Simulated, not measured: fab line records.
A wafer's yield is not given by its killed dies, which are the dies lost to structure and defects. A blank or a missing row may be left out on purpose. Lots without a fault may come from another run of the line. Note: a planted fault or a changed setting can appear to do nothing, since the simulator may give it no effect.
Struck lot and sound lot, side by side / flow n5-finfet / 15 steps out of a route of 1938
Sound: wafers L625.1, L625.4, L625.5. Struck: wafer L632.6 (L632.1, L632.3, from the same lot, were not struck and are left out); the cause is given at the end.
Per side, at each step with rows, come the tool, then ch with its chambers, and then its first start. Under that, the readings that differ: sound wafers / struck wafers / difference of the means / sigmas: that difference in standard deviations of wafers without a fault.
alike: readings whose means differ by less than 2 such deviations, and words and numbers that are the same on both sides. not compared: withheld readings, readings that some wafer has no value for, bounds like >300 that may hide the same value, and numbers for which the record gives no deviation and whose values overlap.
Wherever a step has rows on one side only, a row that says differs or no value, or a row with sigmas, the two part there. When numbers do not overlap yet have no deviation, they are printed without sigmas and do not part them. A reading missing from all wafers of one side parts the sides only when that side holds two or more wafers.

N5_BEOL_M10_HM_DEP_02: deposits TiN, target thk 20 nm.
  sound on pvd-sputter-03, day 11 02:05; struck on pvd-sputter-03, day 13 20:03
  alike: throttle-valve-pct
then, 8 steps without rows for these wafers: N5_BEOL_M10_COAT_59 (time 60 s, resist thk 100 nm); N5_BEOL_M10_COAT_60 (time 60 s, resist thk 30 nm); N5_BEOL_M10_COAT_05 (resist thk 90 nm); N5_BEOL_M10_EBR_07; N5_BEOL_M10_SOFTBAKE_06 (time 60 s); N5_BEOL_M10_EXPOSE_08 (exposes mask M10); N5_BEOL_M10_PEB_09 (peb time 60 s); N5_BEOL_M10_DEVELOP_10 (develop time 30 s).
N5_BEOL_M10_CD_MEAS_11: the cd target is 64.1 nm.
  sound on cd-sem-02 ch 0, day 11 02:27; struck on cd-sem-03 ch 0, day 13 20:25
  alike: cd-nm
N5_BEOL_M10_OVL_MEAS_12:
  sound on overlay-02 ch 0, day 11 02:29; struck on overlay-02 ch 0, day 13 20:27
  alike: M10_OVL
N5_BEOL_M10_INSPECT_13: inspects for defects (brightfield).
  sound on defect-inspect-01, day 11 02:30; struck on defect-inspect-02, day 13 20:28
  alike: raw-defect-count
N5_BEOL_M10_DESCUM_16: chemistry O2, time 7.9 s.
  sound on rie-diel-05 ch 2,3, day 11 02:38; struck on rie-diel-05 ch 2, day 13 20:31
reading=model.CAR-ArF_of_BEOL_M10_COAT_05.thk-nm (nm); sound=83.4 83.8 83.6; struck=84.6; difference=+1.0; sigmas=
  alike: drypump-motor-current-A, oes-product-au, rf-vpp-V, showerhead-plenum-p-Torr, throttle-valve-pct
  not compared: rf-hours-counter-h
N5_BEOL_M10_ETCH_61: etches SiARC in CF4, target depth 39 nm, time 65 s.
  sound on rie-diel-05 ch 2,3, day 11 02:40; struck on rie-diel-05 ch 2, day 13 20:32
reading=model.CAR-ArF_of_BEOL_M10_COAT_05.thk-nm (nm); sound=55.4 56 55.6; struck=56.4; difference=+0.7; sigmas=
  alike: bias-w, drypump-motor-current-A, etch-rf-on-time-s, oes-product-au, rf-vpp-V, showerhead-plenum-p-Torr, throttle-valve-pct
  not compared: rf-hours-counter-h
N5_BEOL_M10_ETCH_62: etches SOC in N2/H2, target depth 110 nm, overetch 22 nm, time 165 s.
  sound on rie-diel-05 ch 2,3, day 11 02:43; struck on rie-diel-05 ch 2, day 13 20:35
  alike: bias-w, drypump-motor-current-A, oes-product-au, rf-vpp-V, showerhead-plenum-p-Torr, throttle-valve-pct
  not compared: rf-hours-counter-h

## WHERE THEY PART
Nowhere in this record.

WHY: what the simulator had put in
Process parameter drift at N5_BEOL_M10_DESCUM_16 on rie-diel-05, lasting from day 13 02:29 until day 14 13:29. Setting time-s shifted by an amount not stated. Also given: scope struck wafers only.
